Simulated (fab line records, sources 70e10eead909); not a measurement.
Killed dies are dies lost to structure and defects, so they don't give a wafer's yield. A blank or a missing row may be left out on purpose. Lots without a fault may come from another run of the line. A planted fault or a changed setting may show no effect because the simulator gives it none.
Which tool did it? | flow nand_harc | 11 lots, 33 wafers sampled, at 5 steps of a route of 1302

WHAT THE GAUGES READ, wafer by wafer
NHARC_END_SORT_01.
lot  | measured     | on        | killed_at_array | killed_at_other | killed_at_periphery | killed_dies | killed_open | killed_short
L634 | day 30 05:26 | prober-02 | 79 75 67        | 6 0 4           | 5 5 1               | 90 80 72    | 1 2 6       | 5 5 2

WHICH TOOL RAN EACH LOT (tool, then ch and the chambers of the sampled wafers, then the start)
lot  | NHARC_A_STAIRCASE_TRIM_231                    | NHARC_A_STAIRCASE_DESCUM_252       | NHARC_A_STAIRCASE_EXPOSE_265      | NHARC_A_STAIRCASE_ETCH_273
L622 | rie_diel-04 ch 0,1,3, day 16 10:58 or earlier | rie_diel-12 ch 0,1,3, day 16 10:58 | krf_scanner-04 ch 0, day 16 14:29 | rie_diel-12 ch 0,1,3, no start
L621 | rie_diel-12 ch 2,3, day 16 11:19 or earlier   | rie_diel-12 ch 1,2, day 16 11:19   | krf_scanner-01 ch 0, day 16 16:28 | rie_diel-04 ch 0,2,3, no start
L623 | rie_diel-12 ch 0,1, day 17 06:31 or earlier   | rie_diel-04 ch 0,1,3, day 17 06:31 | krf_scanner-04 ch 0, day 17 12:50 | rie_diel-12 ch 1,2, day 17 13:52
L629 | rie_diel-04 ch 1,2, day 19 12:37 or earlier   | rie_diel-12 ch 0,1,2, day 19 12:37 | krf_scanner-01 ch 0, day 19 18:18 | rie_diel-04 ch 0,1,2, no start
L632 | rie_diel-12 ch 0,1,2, day 21 02:44 or earlier | rie_diel-04 ch 1,2, day 21 02:44   | krf_scanner-04 ch 0, day 21 06:11 | rie_diel-04 ch 2,3, no start
L634 | rie_diel-04 ch 1,3, day 21 16:02 or earlier   | rie_diel-04 ch 0,2,3, day 21 16:02 | krf_scanner-01 ch 0, day 21 22:37 | rie_diel-04 ch 0,1,3, day 30 05:26 or earlier
L638 | rie_diel-12 ch 1,3, day 22 21:45 or earlier   | rie_diel-02 ch 0,1, day 22 21:45   | krf_scanner-03 ch 0, day 23 04:13 | rie_diel-12 ch 0,1, no start
L639 | rie_diel-02 ch 0,2,3, day 23 08:34            | rie_diel-02 ch 0,3, day 23 11:09   | krf_scanner-03 ch 0, day 23 15:21 | rie_diel-12 ch 1,2,3, no start
L640 | rie_diel-12 ch 1,2,3, day 23 14:51 or earlier | rie_diel-02 ch 0,1,2, day 23 14:51 | krf_scanner-04 ch 0, day 23 18:25 | rie_diel-12 ch 0,2,3, no start
L642 | rie_diel-12 ch 1,2, day 25 06:04 or earlier   | rie_diel-04 ch 0,1, day 25 06:04   | krf_scanner-04 ch 0, day 25 10:38 | rie_diel-12 ch 0,1,3, no start
L644 | rie_diel-04 ch 0,3, day 26 04:37 or earlier   | rie_diel-02 ch 0,1,3, day 26 04:37 | krf_scanner-04 ch 0, day 26 08:01 | rie_diel-12 ch 0,1,2, no start
- NHARC_A_STAIRCASE_TRIM_231: chemistry O2, time 211.2 s.
- NHARC_A_STAIRCASE_DESCUM_252: chemistry O2, time 3 s.
- NHARC_A_STAIRCASE_EXPOSE_265: exposes mask CHOP 200.
- NHARC_A_STAIRCASE_ETCH_273: etches the open film in C4F8/O2/Ar, target depth 10200 nm, time 2468.6 s.

WHAT THE TOOLS THEMSELVES READ (means of the sampled wafers that have a number; where no wafer has one, the mark that the record gives instead)
NHARC_A_STAIRCASE_TRIM_231.
lot  | tool        | drypump_motor_current_A (A) | oes_product_au (a.u.) | rf_vpp_V (V) | showerhead_plenum_p_Torr (Torr) | throttle_valve_pct (%)
L622 | rie_diel-04 | 5.8                         | 1.000                 | 57.6         | 3.67                            | 17.040
L621 | rie_diel-12 | 5.7                         | 1.007                 | 58.4         | 3.58                            | 17.032
L623 | rie_diel-12 | 6.2                         | 0.997                 | 57.1         | 3.41                            | 17.041
L629 | rie_diel-04 | 6.1                         | 0.992                 | 58.4         | 3.79                            | 17.038
L632 | rie_diel-12 | 5.9                         | 1.002                 | 57.9         | 3.60                            | 17.042
L634 | rie_diel-04 | 6.1                         | 0.995                 | 57.1         | 3.76                            | 17.042
L638 | rie_diel-12 | 6.2                         | 1.005                 | 58.9         | 3.64                            | 17.036
L639 | rie_diel-02 | 5.9                         | 1.000                 | 57.4         | 3.58                            | 17.039
L640 | rie_diel-12 | 6.0                         | 1.001                 | 58.2         | 3.54                            | 17.029
L642 | rie_diel-12 | 6.2                         | 1.005                 | 57.7         | 3.52                            | 17.041
L644 | rie_diel-04 | 5.8                         | 0.999                 | 58.3         | 3.60                            | 17.033

NHARC_A_STAIRCASE_DESCUM_252.
lot  | tool        | drypump_motor_current_A (A) | oes_product_au (a.u.) | rf_vpp_V (V) | showerhead_plenum_p_Torr (Torr) | throttle_valve_pct (%)
L622 | rie_diel-12 | 6.1                         | 0.990                 | 57.2         | 1.92                            | 11.312
L621 | rie_diel-12 | 5.8                         | 1.004                 | 57.9         | 1.88                            | 11.321
L623 | rie_diel-04 | 5.8                         | 1.014                 | 58.7         | 1.99                            | 11.310
L629 | rie_diel-12 | 5.9                         | 0.994                 | 57.7         | 1.85                            | 11.311
L632 | rie_diel-04 | 6.1                         | 0.991                 | 58.9         | 2.06                            | 11.307
L634 | rie_diel-04 | 5.9                         | 1.003                 | 57.9         | 1.98                            | 11.321
L638 | rie_diel-02 | 5.6                         | 0.989                 | 58.4         | 1.92                            | 11.312
L639 | rie_diel-02 | 6.3                         | 0.996                 | 57.5         | 1.96                            | 11.310
L640 | rie_diel-02 | 5.7                         | 0.995                 | 58.0         | 1.92                            | 11.316
L642 | rie_diel-04 | 5.8                         | 1.003                 | 57.8         | 1.99                            | 11.310
L644 | rie_diel-02 | 5.7                         | 0.998                 | 57.5         | 1.93                            | 11.311

NHARC_A_STAIRCASE_EXPOSE_265.
lot  | tool           | exposure_dose_mJ_cm2
L622 | krf_scanner-04 | 25.048
L621 | krf_scanner-01 | 25.030
L623 | krf_scanner-04 | 25.001
L629 | krf_scanner-01 | 25.559
L632 | krf_scanner-04 | 24.998
L634 | krf_scanner-01 | 25.585
L638 | krf_scanner-03 | 25.005
L639 | krf_scanner-03 | 25.012
L640 | krf_scanner-04 | 25.020
L642 | krf_scanner-04 | 24.991
L644 | krf_scanner-04 | 25.017

NHARC_A_STAIRCASE_ETCH_273.
lot  | tool        | oes_product_au (a.u.) | rf_vpp_V (V)
L622 | rie_diel-12 | 0.937                 | 1827
L621 | rie_diel-04 | 0.932                 | 1837
L623 | rie_diel-12 | 0.931                 | 1822
L629 | rie_diel-04 | 0.938                 | 1837
L632 | rie_diel-04 | 0.948                 | 1842
L634 | rie_diel-04 | 0.933                 | 1835
L638 | rie_diel-12 | 0.937                 | 1837
L639 | rie_diel-12 | 0.949                 | 1827
L640 | rie_diel-12 | 0.954                 | 1832
L642 | rie_diel-12 | 0.953                 | 1838
L644 | rie_diel-12 | 0.938                 | 1829

THE ANSWER, worked out from the rows above alone
Rule: what is usual is taken from the lots themselves. Put in order of their means at a reading, lots are off if they are a third of the lots or fewer, leave a main group of 4 or more, and stand apart from it by a gap of 3 or more times the standard deviation of the main group's means; of several such gaps the widest counts. A main group whose means are all the same, to the digits that the tables above print for the reading, isn't used. A lot without any number at a reading at which 4 lots or more have one is off too. The other lots that the step has rows for count as sound. The gauges are gone through in route order, then the tools' own readings, and for those a lot's mean is taken as printed above. The first step at which some lot is off is used, and at that step the reading that is off furthest; a lot without a number counts as furthest.
Off: L629, L634, at NHARC_A_STAIRCASE_EXPOSE_265 (exposure_dose_mJ_cm2). The main group: mean 25.014, standard deviation 0.017.
A tool fits if, at that step or a process step before it, it ran every lot that is off, and no sound lot after the first of them. NHARC_A_STAIRCASE_TRIM_231 gives no start for some lots, so the hours and the order of its lots are those of NHARC_A_STAIRCASE_DESCUM_252. One fits: krf_scanner-01 at NHARC_A_STAIRCASE_EXPOSE_265. Its last sound lot is L621 (day 16 16:28), its first lot that is off L629 (day 19 18:18): a fault that began between those two fits.
The tool's own readings at NHARC_A_STAIRCASE_EXPOSE_265 bear it out: on the lots that are off they differ by more than 5 times the standard deviation of the sound lots' means. exposure_dose_mJ_cm2 reads 25.572 there against 25.014 on the sound lots.

WHAT THE SIMULATOR HAD PUT IN
Process parameter drift: krf_scanner-01, from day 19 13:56 on, at NHARC_A_STAIRCASE_EXPOSE_265. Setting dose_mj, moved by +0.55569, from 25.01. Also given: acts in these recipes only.
Lots struck among those shown: L634, L629. The rule above found the same.
